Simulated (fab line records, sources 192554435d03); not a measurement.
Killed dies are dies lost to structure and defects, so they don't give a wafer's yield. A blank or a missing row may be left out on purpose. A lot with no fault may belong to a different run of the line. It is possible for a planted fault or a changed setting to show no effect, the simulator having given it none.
Struck lot and sound lot, side by side	flow n5-finfet	15 steps out of a route of 1938
Sound: the wafers L355.1, L355.3, L355.5. The struck wafers were L359.2, L359.4, L359.6. The cause is named last.
Each step with rows lists, per side, the tool, then ch with its chambers, then its first start. Under that, the readings that differ: sound wafers	struck wafers	difference of the means	sigmas: that difference in standard deviations of wafers without a fault.
alike: a reading whose means differ by less than 2 such deviations, as well as words and numbers matching on both sides. not compared: withheld readings; readings where some wafer has no value; bounds like >300 that might hide an equal value; numbers whose values overlap and for which the record gives no deviation.
A row with sigmas, a row that says differs or no value, or rows on one side alone: a step with any of these is where the two part. Non-overlapping numbers with no deviation appear without sigmas and do not part them. A reading missing from all wafers of one side parts the sides only when that side holds two or more wafers.

first, 8 steps without rows for these wafers: N5_BEOL_M6_COAT_64 (time 60 s, resist thk 12 nm); N5_BEOL_M6_COAT_71 (time 60 s, resist thk 5 nm); N5_BEOL_M6_COAT_22 (resist thk 30 nm); N5_BEOL_M6_EBR_24; N5_BEOL_M6_SOFTBAKE_23 (time 60 s); N5_BEOL_M6_EXPOSE_25 (exposes mask V5, target cd 40 nm); N5_BEOL_M6_PEB_26 (peb time 60 s); N5_BEOL_M6_DEVELOP_27 (develop time 30 s).
N5_BEOL_M6_CD_MEAS_28: target cd 40 nm.
  sound on cd-sem-03 ch 0, day 9 10:35; struck on cd-sem-02 ch 0, day 10 03:01
  alike: cd-nm
N5_BEOL_M6_OVL_MEAS_29:
  sound on overlay-02 ch 0, day 9 10:37; struck on overlay-01 ch 0, day 10 03:03
  alike: V5_OVL
N5_BEOL_M6_INSPECT_30: inspects for defects (brightfield).
  sound: defect-inspect-02 at day 9 10:40; struck: defect-inspect-02 at day 10 03:07
  alike: raw-defect-count
N5_BEOL_M6_DESCUM_33: chemistry O2, time 7 s.
  sound on rie-diel-06 ch 0,1, day 9 10:43; struck on rie-diel-06 ch 2,3, day 10 03:32
  alike: drypump-motor-current-A, oes-product-au, rf-vpp-V, showerhead-plenum-p-Torr, throttle-valve-pct
  not compared: rf-hours-counter-h
N5_BEOL_M6_ETCH_72: etches underlayer in N2/H2, target depth 6.5 nm, time 5.2 s.
  sound on rie-diel-06 ch 0,1, day 9 10:44; struck on rie-diel-06 ch 2,3, day 10 03:34
reading	sound	struck	difference	sigmas
drypump-motor-current-A (A)	6.6 6.2 6.2	5.7 5.4 5.7	-0.7	-2
etch-rf-on-time-s (s)	5.25 5.00 5.00	3.22 3.35 3.25	-1.81	-18
oes-product-au (a.u.)	0.76 0.76 0.76	0.98 0.76 0.97	+0.14	+2
  alike: h2-flow-sccm, rf-vpp-V, showerhead-plenum-p-Torr, throttle-valve-pct
  not compared: rf-hours-counter-h
N5_BEOL_M6_ETCH_65: etches SiARC in CF4, target depth 15.6 nm, time 26 s.
  sound on rie-diel-06 ch 0,1, day 9 10:46; struck on rie-diel-06 ch 2,3, day 10 03:35
  alike: cf4-flow-sccm, drypump-motor-current-A, etch-rf-on-time-s, oes-product-au, rf-vpp-V, showerhead-plenum-p-Torr, throttle-valve-pct
  not compared: rf-hours-counter-h
-- record jumps: 4 days separate the struck wafers' starts on either side; left off in module BEOL_M6, taken up again in module PASSIVATION, whose first shown step is the route's number 1936 --
N5_PASSIVATION_PROBE_49:
  sound: prober-02 at day 13 05:55; struck: prober-02 at day 14 05:26
  alike: defect-limited-yield, killed_at_M0_to_M3, killed_at_M4_up, killed-at-contacts, killed-at-front-end, killed-at-other, killed-dies, killed-on-rim, killed-open, killed-short, sort_bin_5_function, sort_bin_6_memory, sort-n-pass, sort-yield-pct

## WHERE THEY PART
At N5_BEOL_M6_ETCH_72 and nowhere else, as far as this record goes. Later steps at which nothing parts them and some readings are alike: N5_BEOL_M6_ETCH_65, N5_PASSIVATION_PROBE_49.

WHY: whatever the simulator had introduced
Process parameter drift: rie-diel-06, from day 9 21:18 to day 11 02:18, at N5_BEOL_M6_ETCH_72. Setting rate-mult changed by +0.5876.
